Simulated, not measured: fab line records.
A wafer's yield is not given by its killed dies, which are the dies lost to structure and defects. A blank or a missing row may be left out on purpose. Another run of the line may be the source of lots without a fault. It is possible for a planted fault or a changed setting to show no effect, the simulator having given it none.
What tool caused it?    flow nand harc    12 lots, 36 wafers sampled, at 5 steps of a route of 1302

## WHAT THE GAUGES READ, wafer by wafer
NHARC_P_GATE_CD_MEAS_26 targets a cd of 120 nm.
lot   measured      on         cd nm (nm)
L183  day 5 12:39   cd sem-03  119.8 119.6 120.1
L184  day 6 01:16   cd sem-02  120.3 120.3 120.4
L185  day 6 04:56   cd sem-03  120.2 120.2 120.4
L186  day 6 18:08   cd sem-01  120.0 120.3 119.3
L188  day 7 15:30   cd sem-02  119.8 120.1 119.8
L189  day 8 05:38   cd sem-02  120.7 120.2 120.3
L190  day 8 06:08   cd sem-02  121.2 121.1 121.0
L192  day 9 06:50   cd sem-03  119.7 119.3 119.4
L202  day 13 04:07  cd sem-02  119.6 120.0 119.9
L203  day 13 17:01  cd sem-01  120.0 119.8 119.2
L205  day 14 19:34  cd sem-03  119.3 119.4 120.3
L204  day 14 19:51  cd sem-03  119.5 120.2 119.4

NHARC_P_GATE_OVL_MEAS_27.
lot   measured      on          overlay x nm (nm)  overlay y nm (nm)
L183  day 5 12:44   overlay-01  0.5 0.8 0.4        -1.2 -1.1 -1.3
L184  day 6 01:22   overlay-02  -0.6 -1.0 -1.0     0.7 0.3 0.2
L185  day 6 05:01   overlay-02  -0.3 -0.4 -0.7     -0.3 -0.3 -0.7
L186  day 6 18:13   overlay-02  -0.7 -1.4 -0.9     -0.9 -0.9 -0.8
L188  day 7 15:35   overlay-02  -0.6 0.0 -0.5      0.2 -0.1 0.1
L189  day 8 05:44   overlay-02  -0.4 -1.1 -0.8     -0.7 0.1 -0.6
L190  day 8 06:13   overlay-02  -0.1 0.4 0.0       1.1 1.4 0.9
L192  day 9 06:55   overlay-02  -1.0 -1.6 -1.0     0.2 0.0 -0.1
L202  day 13 04:12  overlay-02  0.4 -0.1 0.1       -0.1 0.3 0.0
L203  day 13 17:05  overlay-02  -0.1 0.1 0.3       -1.9 -1.6 -1.3
L205  day 14 19:40  overlay-01  0.6 0.4 0.4        -1.0 -0.9 -0.5
L204  day 14 19:56  overlay-01  -1.1 -1.3 -1.1     -0.1 0.2 -0.2

NHARC_P_GATE_CD_MEAS_46 targets a cd of 720 nm.
lot   measured      on         cd nm (nm)
L183  day 6 00:39   cd sem-02  722.2 719.1 719.0
L184  day 6 13:10   cd sem-02  720.4 718.7 717.9
L185  day 6 16:43   cd sem-01  718.6 721.1 720.6
L186  day 7 08:14   cd sem-01  720.9 721.4 719.5
L188  day 8 03:14   cd sem-03  719.7 721.2 720.0
L189  day 8 17:36   cd sem-02  720.3 719.1 720.8
L190  day 8 18:02   cd sem-01  721.4 719.0 722.0
L192  day 9 18:47   cd sem-03  712.6 711.3 709.7
L202  day 13 16:02  cd sem-03  720.5 722.6 720.3
L203  day 14 05:02  cd sem-02  720.2 718.7 720.6
L205  day 15 07:39  cd sem-01  720.8 721.0 722.1
L204  day 15 07:52  cd sem-02  718.7 720.0 717.3

## WHAT TOOL EACH LOT RAN ON (gives the tool, then ch and the chambers of the sampled wafers, and finally the start)
lot   NHARC_P_GATE_DESCUM_31              NHARC_P_GATE_EXPOSE_43
L183  rie diel-10 ch 0,1,3, day 5 12:51   krf scanner-02 ch 0, day 6 00:29
L184  rie diel-01 ch 0,1,2, day 6 01:29   krf scanner-03 ch 0, day 6 13:01
L185  rie diel-10 ch 0,2,3, day 6 05:08   krf scanner-03 ch 0, day 6 16:34
L186  rie diel-03 ch 0,1,2, day 6 18:19   krf scanner-02 ch 0, day 7 08:05
L188  rie diel-01 ch 0,2, day 7 15:41     krf scanner-03 ch 0, day 8 03:05
L189  rie diel-10 ch 1,2,3, day 8 05:50   krf scanner-02 ch 0, day 8 17:26
L190  rie diel-01 ch 1,2,3, day 8 06:19   krf scanner-02 ch 0, day 8 17:53
L192  rie diel-10 ch 0,1,2, day 9 07:02   krf scanner-04 ch 0, day 9 18:38
L202  rie diel-10 ch 1,2,3, day 13 04:19  krf scanner-02 ch 0, day 13 15:53
L203  rie diel-03 ch 1,2, day 13 17:12    krf scanner-03 ch 0, day 14 04:53
L205  rie diel-03 ch 0,2,3, day 14 19:45  krf scanner-04 ch 0, day 15 07:30
L204  rie diel-10 ch 0,1,2, day 14 20:03  krf scanner-02 ch 0, day 15 07:43
- NHARC_P_GATE_DESCUM_31: chemistry O2, time 3 s.
- NHARC_P_GATE_EXPOSE_43: exposes mask P NSD, target cd 720 nm.

## AS READ BY THE TOOLS THEMSELVES (means over the sampled wafers that have a number; for cases with no such wafer, the mark the record gives instead)
NHARC_P_GATE_DESCUM_31.
lot   tool         drypump motor current A (A)  oes product au (a.u.)  rf vpp V (V)  showerhead plenum p Torr (Torr)  throttle valve pct (%)
L183  rie diel-10  5.8                          0.997                  57.4          1.89                             11.321
L184  rie diel-01  5.9                          0.998                  57.9          1.86                             11.303
L185  rie diel-10  5.7                          1.005                  57.8          1.91                             11.320
L186  rie diel-03  5.5                          1.009                  58.1          2.00                             11.308
L188  rie diel-01  6.1                          1.005                  58.0          1.87                             11.310
L189  rie diel-10  5.7                          1.002                  57.6          1.86                             11.315
L190  rie diel-01  5.5                          1.000                  57.6          1.88                             11.307
L192  rie diel-10  5.7                          0.997                  58.0          1.90                             11.319
L202  rie diel-10  5.6                          0.998                  57.2          1.86                             11.309
L203  rie diel-03  5.2                          0.995                  58.4          1.98                             11.307
L205  rie diel-03  5.5                          1.003                  58.2          1.95                             11.312
L204  rie diel-10  5.7                          0.995                  57.6          1.90                             11.316

## THE ANSWER, worked out from the rows above alone
Rule: the usual values come from the lots themselves. The widest of any qualifying gaps counts: lots, ordered by their means at a reading, are off when they make up no more than a third of the lots, leave a main group of 4 or more, and stand apart from it by 3 or more times the standard deviation of that group's means. A main group is skipped when, at the precision printed for the reading in the tables above, its means are all equal. A lot without any number at a reading at which 4 lots or more have one is off too. Where the step has rows for the other lots, those lots are counted as sound. The gauges are gone through in route order, then the tools' own readings, and for those a lot's mean is taken as printed above. The first step at which some lot is off is used, and at that step the reading that is off furthest; a lot without a number counts as furthest.
Off: L192, at NHARC_P_GATE_CD_MEAS_46 (cd nm). Mean 720.2 nm and standard deviation 0.77 in the main group.
If a tool, at a process step before that reading, ran all the lots that are off and no sound lot after the first of them, it fits. The gauges at NHARC_P_GATE_CD_MEAS_46 are tried like those tools. None of those tried fits.

## WHAT THE SIMULATOR HAD INSERTED
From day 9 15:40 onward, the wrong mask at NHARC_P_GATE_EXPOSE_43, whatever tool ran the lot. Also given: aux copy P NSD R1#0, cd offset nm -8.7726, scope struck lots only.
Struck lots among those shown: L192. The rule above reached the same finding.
